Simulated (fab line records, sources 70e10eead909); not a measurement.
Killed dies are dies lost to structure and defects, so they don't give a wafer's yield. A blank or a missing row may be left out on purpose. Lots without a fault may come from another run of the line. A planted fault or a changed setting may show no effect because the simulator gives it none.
fab line records | flow nand_harc
record lots=13 wafers=38 last_day=33
route steps=1302 shown A_CHANNEL_FILL_D1@517 A_ONON_D2@552
lots that met no fault: from a run of the same line without faults
start_h: hours from the record's first day to the start of the lot's first wafer shown | wait_h: hours since the lot's step before | " the same as in the row above | L1.1+2: a row that stands for several wafers | - no value, or no start given | * or withheld: withheld | < > ~ a bound
route shown NAME@n: a module of which the file shows steps, and the number in the route of the first | usual: mean/standard deviation of fault-free wafers | same: alike in all rows | chamber/n: place in a boat | sites: the reading at each site | _std_site: their standard deviation | _edge_site: outer sites' mean less inner sites' | radius_mm: how far each site lies from the wafer's centre | mask NAME#n: copy n | behind: the tool/chamber that last shaped the wafer | hold: why the lot was held/for how many hours/how that ended | device: the transistor (n, p or np) that didn't switch | end of line: the same wafers' tests at the end of the route | a step without rows: its recipe alone | killed: dies lost to structure and defects at the first sort, not the wafer's yield | map: a wafer's dies, x killed, . not, _ none there
set.NAME: the setting as run; set.NAME@STEP: as run at that earlier step | model.NAME: the simulator's own value behind a step, which no gauge read
steps of the route over a sample of lots; a table a step, a row a wafer
services: from which hour (start_h, from the record's first day; less than 0 if before it) a tool's chamber was out of use, for how many hours, and why
## steps
# step NHARC_A_CHANNEL_FILL_D1_INSPECT_13
# usual raw_defect_count=294/120
# columns lot.wafer tool chamber start_h wait_h raw_defect_count
L407.1 defect_inspect-01 - 248.23 0.0 649
L407.4 " - " " 461
L407.5 " - " " 232
L408.1 defect_inspect-01 - 268.46 0.0 140
L408.3 " - " " 120
L408.5 " - " " 264
L410.2 defect_inspect-02 - 276.12 0.0 553
L410.3 " - " " 407
L410.4 " - " " 612
L409.1 defect_inspect-01 - 276.13 0.0 290
L409.3 " - " " 249
L409.4 " - " " 302
L411.1 defect_inspect-02 - 283.25 0.0 318
L411.4 " - " " 402
L411.6 " - " " 334
L413.2 defect_inspect-01 - 296.68 0.0 431
L413.3 " - " " 288
L413.6 " - " " 391
L414.2 defect_inspect-02 - 322.02 0.0 126
L414.5 " - " " 147
L421.2 defect_inspect-01 - 389.53 0.0 274
L421.3 " - " " 182
L421.4 " - " " 178
L425.1 defect_inspect-02 - 417.67 0.0 288
L425.4 " - " " 329
L425.5 " - " " 404
L427.1 defect_inspect-01 - 445.73 0.0 225
L427.2 " - " " 209
L427.3 " - " " 248
L426.4 defect_inspect-01 - 445.75 0.0 189
L426.5 " - " " 144
L426.6 " - " " 173
L428.1 defect_inspect-02 - 452.88 0.0 268
L428.2 " - " " 278
L428.6 " - " " 266
L429.1 defect_inspect-01 - 469.09 0.0 130
L429.3 " - " " 170
L429.5 " - " " 76
# step NHARC_A_ONON_D2_THK_MEAS_11
# recipe thk_meas_gauge=ellipsometry
# usual thk_nm=996/10
# columns lot.wafer tool chamber start_h wait_h thk_nm
L407.1 film_metro-02 - 286.63 - 993
L407.4 " - " " 993
L407.5 " - " " 991
L408.1 film_metro-02 - 307.96 - 995
L408.3 " - " " 995
L408.5 " - " " 996
L410.2 film_metro-01 - 314.82 - 995
L410.3 " - " " 994
L410.4 " - " " 995
L409.1 film_metro-02 - 314.87 - 983
L409.3 " - " " 981
L409.4 " - " " 983
L411.1 film_metro-02 - 322.04 - 995
L411.4 " - " " 996
L411.6 " - " " 993
L413.2 film_metro-02 - 332.49 - 1010
L413.3 " - " " 1011
L413.6 " - " " 1011
L414.2 film_metro-01 - 358.39 - 1014
L414.5 " - " " 1013
L421.2 film_metro-02 - 423.85 - 998
L421.3 " - " " 997
L421.4 " - " " 998
L425.1 film_metro-02 - 451.60 - 1006
L425.4 " - " " 1005
L425.5 " - " " 1003
L426.4 film_metro-02 - 481.27 - 984
L426.5 " - " " 985
L426.6 " - " " 986
L427.1 film_metro-01 - 481.27 - 986
L427.2 " - " " 985
L427.3 " - " " 986
L428.1 film_metro-02 - 487.86 - 1011
L428.2 " - " " 1013
L428.6 " - " " 1010
L429.1 film_metro-01 - 510.58 - 1007
L429.3 " - " " 1005
L429.5 " - " " 1006
# step NHARC_A_ONON_D2_DEP_12
# recipe target_thk_a=10000 n2_flow_sccm=2750 n2o_flow_sccm=2000 nh3_flow_sccm=500 sih4_flow_sccm=210 temp_c=400
# usual n2o_flow_sccm=2001/5.6
# columns lot.wafer tool chamber start_h wait_h n2o_flow_sccm
L407.1 pecvd_onon-02 0 286.69 0.1 1991
L407.4 " 0 " " 1997
L407.5 " 0 " " 2003
L408.1 pecvd_onon-04 0 308.02 0.1 2007
L408.3 " 0 " " 2000
L408.5 " 0 " " 2004
L409.1 pecvd_onon-01 0 314.93 0.1 2003
L409.3 " 0 " " 2000
L409.4 " 0 " " 2006
L410.2 pecvd_onon-02 0 314.93 0.1 1998
L410.3 " 0 " " 2000
L410.4 " 0 " " 2003
L411.1 pecvd_onon-02 0 322.24 0.2 2000
L411.4 " 0 " " 1993
L411.6 " 0 " " 2005
L413.2 pecvd_onon-01 0 332.60 0.1 2001
L413.3 " 0 " " 2003
L413.6 " 0 " " 2009
L414.2 pecvd_onon-02 0 358.50 0.1 2006
L414.5 " 0 " " 2008
L421.2 pecvd_onon-04 0 423.96 0.1 2012
L421.3 " 0 " " 2002
L421.4 " 0 " " 2010
L425.1 pecvd_onon-02 0 451.65 0.1 2009
L425.4 " 0 " " 1998
L425.5 " 0 " " 2003
L427.1 pecvd_onon-04 0 481.33 0.1 2003
L427.2 " 0 " " 2004
L427.3 " 0 " " 2010
L426.4 pecvd_onon-02 0 481.50 0.2 2012
L426.5 " 0 " " 2005
L426.6 " 0 " " 2005
L428.1 pecvd_onon-02 0 487.92 0.1 2011
L428.2 " 0 " " 1999
L428.6 " 0 " " 2004
L429.1 pecvd_onon-02 0 510.63 0.1 2010
L429.3 " 0 " " 1997
L429.5 " 0 " " 2004
# step NHARC_A_ONON_D2_THK_MEAS_14
# recipe thk_meas_gauge=ellipsometry
# usual thk_nm=1000/8.5
# columns lot.wafer tool chamber start_h wait_h thk_nm
L407.1 film_metro-01 - 287.22 - 999
L407.4 " - " " 1001
L407.5 " - " " 1004
L408.1 film_metro-01 - 308.53 - 1015
L408.3 " - " " 1014
L408.5 " - " " 1011
L410.2 film_metro-02 - 315.38 - 1001
L410.3 " - " " 1000
L410.4 " - " " 1002
L409.1 film_metro-02 - 315.43 - 1013
L409.3 " - " " 1012
L409.4 " - " " 1013
L411.1 film_metro-02 - 322.75 - 1008
L411.4 " - " " 1009
L411.6 " - " " 1010
L413.2 film_metro-01 - 333.08 - 994
L413.3 " - " " 996
L413.6 " - " " 993
L414.2 film_metro-01 - 358.95 - 1001
L414.5 " - " " 634
L421.2 film_metro-02 - 424.42 - 1002
L421.3 " - " " 1003
L421.4 " - " " 1002
L425.1 film_metro-02 - 452.16 - 1006
L425.4 " - " " 1008
L425.5 " - " " 1006
L427.1 film_metro-02 - 481.84 - 989
L427.2 " - " " 987
L427.3 " - " " 987
L426.4 film_metro-01 - 481.84 - 1000
L426.5 " - " " 1000
L426.6 " - " " 997
L428.1 film_metro-02 - 488.43 - 1001
L428.2 " - " " 1000
L428.6 " - " " 1002
L429.1 film_metro-01 - 511.14 - 993
L429.3 " - " " 993
L429.5 " - " " 993
## services
# columns tool chamber start_h hours kind
pecvd_onon-01 - 269.20 13.0 pm
pecvd_onon-04 - 311.18 13.0 pm
pecvd_onon-02 - 366.11 13.0 pm
pecvd_onon-01 - 383.33 6.7 repair
pecvd_onon-01 - 450.20 13.0 pm
pecvd_onon-04 - 492.18 13.0 pm
## key
first_sign step=NHARC_A_ONON_D2_THK_MEAS_14 reading=thk_nm direction=down sigmas=43 usual=1000 struck=634
effect none on later readings
met_at NHARC_A_ONON_D2_DEP_12
struck_lots L414
struck_wafers L414.5
later_rows_left_out L414.5
sort_left_out L414.5
tester_left_out L414
not_acting_at NHARC_A_CHANNEL_FILL_D1_INSPECT_13,NHARC_A_ONON_D2_THK_MEAS_11
onset_between 322.24 358.50
fault kind=process_parameter_drift tool=pecvd_onon-02 chamber=- onset_h=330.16 steps=NHARC_A_ONON_D2_DEP_12 channel=target_thk_a offset=* shape=step end_h=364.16 scope=struck_wafers_only acts_in=* stated=*
# tester_left_out: of these lots the tester's yield and bins aren't shown, on N5 and GAA mostly nor the transistor test; their killed dies are dies lost to structure and defects alone, not to doping, threshold or leakage, so they don't give the yield
# sort_left_out: the simulated sort isn't trusted on such a fault, so these wafers' sort isn't shown, and their yield isn't known
# later_rows_left_out: the simulator's readings of these wafers behind a module that went badly wrong aren't trusted and aren't shown, but for the sort
